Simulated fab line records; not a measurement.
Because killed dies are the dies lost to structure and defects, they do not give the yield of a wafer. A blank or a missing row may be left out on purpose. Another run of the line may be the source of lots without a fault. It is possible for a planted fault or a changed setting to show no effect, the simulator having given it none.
Which of the tools did it?	flow nandHarc	39 wafers from 13 lots sampled at 6 of the route's 1159 steps

## WHAT EACH GAUGE READ, for each wafer
NHARC_A_SOURCE_PLATE_THK_MEAS_09: measures by ellipsometry.
lot	measured	on	thkNm (nm)
L662	day 7 07:40	filmMetro-01	9.0 10.2 8.9
L663	day 7 07:40	filmMetro-02	10.1 10.0 11.1
L664	day 8 00:29	filmMetro-01	11.6 10.0 10.8
L666	day 8 07:46	filmMetro-02	11.2 11.4 9.8
L667	day 8 19:37	filmMetro-01	12.3 8.6 9.7
L668	day 8 23:20	filmMetro-02	8.7 9.2 8.1
L669	day 8 23:20	filmMetro-01	10.1 8.4 11.4
L675	day 10 01:44	filmMetro-01	10.7 10.1 11.0
L672	day 10 10:00	filmMetro-01	10.9 10.3 11.0
L676	day 10 21:06	filmMetro-02	7.6 11.3 8.0
L680	day 11 12:14	filmMetro-01	9.2 8.5 9.5
L683	day 12 03:02	filmMetro-01	8.8 7.2 10.4
L684	day 12 22:16	filmMetro-02	11.3 11.2 10.2

NHARC_A_ONON_D1_THK_MEAS_11: measures by ellipsometry.
lot	measured	on	thkNm (nm)
L662	day 7 23:10	filmMetro-02	990 992 992
L663	day 7 23:09	filmMetro-01	1019 1019 1017
L664	day 8 16:04	filmMetro-02	1005 1004 1002
L666	day 8 23:19	filmMetro-01	1014 1015 1017
L667	day 9 11:07	filmMetro-02	1001 1002 1004
L668	day 9 15:54	filmMetro-02	994 995 994
L669	day 9 15:54	filmMetro-01	985 988 987
L675	day 10 19:24	filmMetro-02	707 1006 707
L672	day 11 03:04	filmMetro-01	1001 703 1000
L676	day 11 13:56	filmMetro-02	711 711 1010
L680	day 12 04:14	filmMetro-02	1001 1002 999
L683	day 12 21:16	filmMetro-01	1004 1006 1004
L684	day 13 13:25	filmMetro-02	1008 1003 1006

NHARC_A_ONON_D1_INSPECT_32.
lot	measured	on	rawDefectCount
L662	day 8 11:56	defectInspect-01	48 55 109
L663	day 8 11:46	defectInspect-02	91 76 58
L664	day 9 02:34	defectInspect-01	88 41 50
L666	day 9 09:51	defectInspect-01	57 55 69
L667	day 9 21:38	defectInspect-02	46 44 47
L668	day 10 02:25	defectInspect-01	68 69 121
L669	day 10 02:23	defectInspect-02	60 61 43
L675	day 11 08:27	defectInspect-01	92 56 116
L672	day 11 13:37	defectInspect-02	44 47 44
L676	day 12 00:45	defectInspect-01	83 81 48
L680	day 12 14:50	defectInspect-01	93 62 66
L683	day 13 07:47	defectInspect-01	73 87 74
L684	day 14 02:01	defectInspect-01	95 80 83

NHARC_END_SORT_01.
lot	measured	on	killedAtArray	killedAtOther	killedAtPeriphery	killedDies	killedOpen	killedShort
L675	day 22 04:14	prober-01	677 32 677	0 0 0	0 2 0	677 34 677	5 1 3	2 3 4
L672	day 22 15:07	prober-02	35 673 34	2 2 1	1 2 2	38 677 37	4 4 2	2 5 1
L676	day 23 08:08	prober-02	671 670 46	2 3 0	4 4 1	677 677 47	5 2 5	2 1 1

## WHICH TOOL RAN EACH LOT (tool, then ch and the chambers of the sampled wafers, then the start)
lot	NHARC_A_ONON_D1_DEP_09	NHARC_A_ONON_D1_DEP_33
L662	pecvdOnon-03 ch 0, day 7 22:40	pecvd-03 ch 1,2, day 8 11:29
L663	pecvdOnon-01 ch 0, day 7 22:43	pecvd-02 ch 0,2, day 8 11:14
L664	pecvdOnon-02 ch 0, day 8 15:33	pecvd-03 ch 0,1,2, day 9 02:05
L666	pecvdOnon-03 ch 0, day 8 22:48	pecvd-03 ch 0,1,2, day 9 09:23
L667	pecvdOnon-03 ch 0, day 9 10:43	pecvd-03 ch 0,1,2, day 9 21:11
L668	pecvdOnon-03 ch 0, day 9 15:27	pecvd-03 ch 0,1,2, day 10 01:59
L669	pecvdOnon-02 ch 0, day 9 15:23	pecvd-02 ch 0,1, day 10 01:57
L675	pecvdOnon-02 ch 0, day 10 18:56	pecvd-04 ch 1,2, day 11 07:59
L672	pecvdOnon-02 ch 0, day 11 02:40	pecvd-02 ch 1,2, day 11 13:07
L676	pecvdOnon-02 ch 0, day 11 13:25	pecvd-03 ch 0,2, day 12 00:16
L680	pecvdOnon-03 ch 0, day 12 03:46	pecvd-03 ch 0,1,2, day 12 14:23
L683	pecvdOnon-03 ch 0, day 12 20:45	pecvd-04 ch 0,2, day 13 07:19
L684	pecvdOnon-01 ch 0, day 13 12:58	pecvd-03 ch 0,2, day 14 01:35
- NHARC_A_ONON_D1_DEP_09: target thk 1000 nm.
- NHARC_A_ONON_D1_DEP_33: deposits SiO2, target thk 200 nm.

## AS READ BY THE TOOLS THEMSELVES (means over the sampled wafers that have a number; for cases with no such wafer, the mark the record gives instead)
NHARC_A_ONON_D1_DEP_09.
lot	tool	n2oFlowSccm (sccm)
L662	pecvdOnon-03	1999
L663	pecvdOnon-01	1997
L664	pecvdOnon-02	1995
L666	pecvdOnon-03	1994
L667	pecvdOnon-03	1999
L668	pecvdOnon-03	2004
L669	pecvdOnon-02	1995
L675	pecvdOnon-02	2011
L672	pecvdOnon-02	2005
L676	pecvdOnon-02	1996
L680	pecvdOnon-03	1989
L683	pecvdOnon-03	1993
L684	pecvdOnon-01	1999

NHARC_A_ONON_D1_DEP_33.
lot	tool	heaterPowerW (W)	throttleValvePct (%)
L662	pecvd-03	513	15.5
L663	pecvd-02	503	15.6
L664	pecvd-03	616	15.5
L666	pecvd-03	557	15.5
L667	pecvd-03	663	15.4
L668	pecvd-03	617	15.7
L669	pecvd-02	483	15.9
L675	pecvd-04	584	15.7
L672	pecvd-02	473	15.4
L676	pecvd-03	699	15.7
L680	pecvd-03	633	15.8
L683	pecvd-04	513	15.8
L684	pecvd-03	699	15.7

## THE ANSWER, worked out from the rows above alone
Rule: the lots themselves supply what counts as usual. The widest of any qualifying gaps counts: lots, ordered by their means at a reading, are off when they make up no more than a third of the lots, leave a main group of 4 or more, and stand apart from it by 3 or more times the standard deviation of that group's means. A main group is skipped when, at the precision printed for the reading in the tables above, its means are all equal. A lot without any number at a reading at which 4 lots or more have one is off too. Where the step has rows for the other lots, those lots are counted as sound. The gauges are gone through in route order, then the tools' own readings, and for those a lot's mean is taken as printed above. The first step at which some lot is off is used, and at that step the reading that is off furthest; a lot without a number counts as furthest.
Off at NHARC_A_ONON_D1_THK_MEAS_11 (thkNm): L675, L672, L676. Mean 1002 nm and standard deviation 9.4 in the main group.
A tool fits if, at a process step before that reading, it ran every lot that is off, and no sound lot after the first of them. Those tools and the gauges at NHARC_A_ONON_D1_THK_MEAS_11 are tried in the same way. One fits: pecvdOnon-02 at NHARC_A_ONON_D1_DEP_09. A fault onset in the window from L669 (day 9 15:23, its last sound lot) to L675 (day 10 18:56, its first lot off) fits.

## WHAT THE SIMULATOR PUT IN
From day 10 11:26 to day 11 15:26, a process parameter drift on pecvdOnon-02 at NHARC_A_ONON_D1_DEP_09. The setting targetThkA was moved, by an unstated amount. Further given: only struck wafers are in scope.
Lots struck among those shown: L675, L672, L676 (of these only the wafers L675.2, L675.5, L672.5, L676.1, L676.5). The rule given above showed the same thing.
